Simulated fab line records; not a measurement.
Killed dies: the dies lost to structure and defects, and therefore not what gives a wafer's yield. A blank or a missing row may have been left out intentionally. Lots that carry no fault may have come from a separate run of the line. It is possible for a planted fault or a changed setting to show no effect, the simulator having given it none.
Which tool was responsible?    flow n5-finfet    24 lots with 72 wafers sampled at 2 steps, on a route of 1938 steps

WHAT THE GAUGES SHOWED, per wafer
N5_BEOL_M4_CD_MEAS_35: target cd 18 nm, target cd y 22.4 nm.
lot   measured      on         cd-nm (nm)
L074  day 7 19:23   cd-sem-03  17.9 17.8 17.9
L075  day 8 11:50   cd-sem-01  18.1 17.7 18.5
L076  day 8 16:52   cd-sem-01  18.0 17.7 17.7
L077  day 9 04:02   cd-sem-03  17.3 18.4 18.1
L078  day 9 07:40   cd-sem-02  18.0 18.3 18.2
L079  day 9 15:14   cd-sem-02  17.9 17.4 18.0
L080  day 10 01:56  cd-sem-02  17.6 17.9 17.9
L081  day 10 04:52  cd-sem-01  18.1 18.1 18.0
L083  day 10 05:56  cd-sem-03  18.2 17.4 17.7
L082  day 10 10:28  cd-sem-03  17.8 17.8 18.2
L084  day 10 15:10  cd-sem-02  17.7 18.0 17.9
L085  day 10 23:27  cd-sem-01  17.8 17.6 17.5
L086  day 11 07:10  cd-sem-03  18.0 17.7 18.3
L088  day 12 00:35  cd-sem-01  17.5 17.3 17.3
L087  day 12 06:33  cd-sem-02  17.9 18.0 18.0
L089  day 12 07:51  cd-sem-02  18.1 18.2 17.9
L091  day 12 10:46  cd-sem-02  18.4 18.4 18.6
L090  day 12 11:00  cd-sem-03  18.2 17.4 17.3
L093  day 13 08:15  cd-sem-02  18.3 17.9 18.3
L092  day 13 12:49  cd-sem-01  18.5 17.7 17.5
L094  day 13 15:48  cd-sem-01  18.1 18.0 18.7
L095  day 13 21:27  cd-sem-03  17.7 18.1 17.9
L096  day 14 00:31  cd-sem-02  17.5 17.9 17.7
L097  day 14 19:37  cd-sem-01  18.2 18.5 18.0

WHAT TOOL EACH LOT RAN ON (gives the tool, then ch and the chambers of the sampled wafers, and finally the start)
lot   N5_BEOL_M4_STRIP_97
L074  rie-diel-03 ch 0,1,3, day 7 19:23 or earlier
L075  rie-diel-03 ch 0,1,3, day 8 11:50 or earlier
L076  rie-diel-03 ch 0,1,3, day 8 16:52 or earlier
L077  rie-diel-06 ch 0,2,3, day 9 04:02 or earlier
L078  rie-diel-05 ch 0,1,2, day 9 07:40 or earlier
L079  rie-diel-05 ch 1,3, day 9 15:14 or earlier
L080  rie-diel-06 ch 0,1,3, day 10 01:56 or earlier
L081  rie-diel-03 ch 0,3, day 10 04:52 or earlier
L083  rie-diel-05 ch 0,2,3, day 10 05:56 or earlier
L082  rie-diel-06 ch 0,1,3, day 10 10:28 or earlier
L084  rie-diel-06 ch 0,1, day 10 15:10 or earlier
L085  rie-diel-03 ch 2,3, day 10 23:27 or earlier
L086  rie-diel-06 ch 0,2,3, day 11 07:10 or earlier
L088  rie-diel-06 ch 1,2,3, day 12 00:35 or earlier
L087  rie-diel-06 ch 0,1,2, day 12 06:33 or earlier
L089  rie-diel-03 ch 1,3, day 12 07:51 or earlier
L091  rie-diel-03 ch 1,2,3, day 12 10:46 or earlier
L090  rie-diel-05 ch 2,3, day 12 11:00 or earlier
L093  rie-diel-03 ch 0,3, day 13 08:15 or earlier
L092  rie-diel-05 ch 0,1,2, day 13 12:49 or earlier
L094  rie-diel-03 ch 0,1,3, day 13 15:48 or earlier
L095  rie-diel-03 ch 0,3, day 13 21:27 or earlier
L096  rie-diel-05 ch 0,1,2, day 14 00:31 or earlier
L097  rie-diel-05 ch 2,3, day 14 19:37 or earlier
- N5_BEOL_M4_STRIP_97: strips in N2/H2, time 10 s.

AS READ BY THE TOOLS THEMSELVES (means over the sampled wafers that have a number; for cases with no such wafer, the mark the record gives instead)
N5_BEOL_M4_STRIP_97.
lot   tool         drypump-motor-current-A (A)  oes-product-au (a.u.)  rf-vpp-V (V)  showerhead-plenum-p-Torr (Torr)  throttle-valve-pct (%)
L074  rie-diel-03  5.8                          0.82                   59.5          2.60                             23.7
L075  rie-diel-03  5.9                          0.81                   59.4          2.59                             23.7
L076  rie-diel-03  5.9                          0.80                   60.1          2.59                             23.7
L077  rie-diel-06  6.2                          0.90                   58.6          2.48                             23.5
L078  rie-diel-05  5.6                          0.78                   59.0          2.51                             23.6
L079  rie-diel-05  5.9                          0.79                   60.2          2.51                             23.2
L080  rie-diel-06  5.9                          0.85                   59.5          2.54                             23.6
L081  rie-diel-03  5.7                          0.70                   58.1          2.55                             23.6
L083  rie-diel-05  5.5                          0.86                   58.7          2.60                             23.6
L082  rie-diel-06  5.9                          0.85                   59.2          2.54                             23.6
L084  rie-diel-06  5.5                          0.84                   60.1          2.61                             23.7
L085  rie-diel-03  6.2                          0.75                   58.9          2.55                             23.8
L086  rie-diel-06  6.2                          0.86                   59.5          2.47                             23.6
L088  rie-diel-06  6.0                          0.88                   59.1          2.55                             23.7
L087  rie-diel-06  5.8                          0.84                   59.5          2.54                             23.6
L089  rie-diel-03  6.0                          0.79                   60.2          2.63                             23.9
L091  rie-diel-03  6.1                          0.78                   59.3          2.52                             23.9
L090  rie-diel-05  5.7                          0.90                   59.0          2.70                             23.2
L093  rie-diel-03  6.0                          0.82                   59.7          2.60                             23.6
L092  rie-diel-05  5.5                          0.83                   59.7          2.60                             23.5
L094  rie-diel-03  5.9                          0.84                   60.7          2.57                             23.7
L095  rie-diel-03  5.7                          0.89                   59.2          2.54                             23.3
L096  rie-diel-05  5.5                          0.83                   59.2          2.60                             23.5
L097  rie-diel-05  5.7                          0.87                   59.7          2.69                             23.3

THE ANSWER, worked out from the rows above alone
Rule: the usual values come from the lots themselves. The widest of any qualifying gaps counts: lots, ordered by their means at a reading, are off when they make up no more than a third of the lots, leave a main group of 4 or more, and stand apart from it by 3 or more times the standard deviation of that group's means. Not used: any main group whose means are identical at the precision the tables above print for the reading. A lot without any number at a reading at which 4 lots or more have one is off too. All remaining lots with rows at the step are treated as sound. After the gauges, taken in route order, come the tools' own readings; for these a lot's mean is taken, as printed above. At the first step where some lot is off, the reading lying furthest off is the one used; lots without a number count as furthest.
No lot is off at any reading shown: from this, nothing can be told.

WHAT WAS PUT IN BY THE SIMULATOR
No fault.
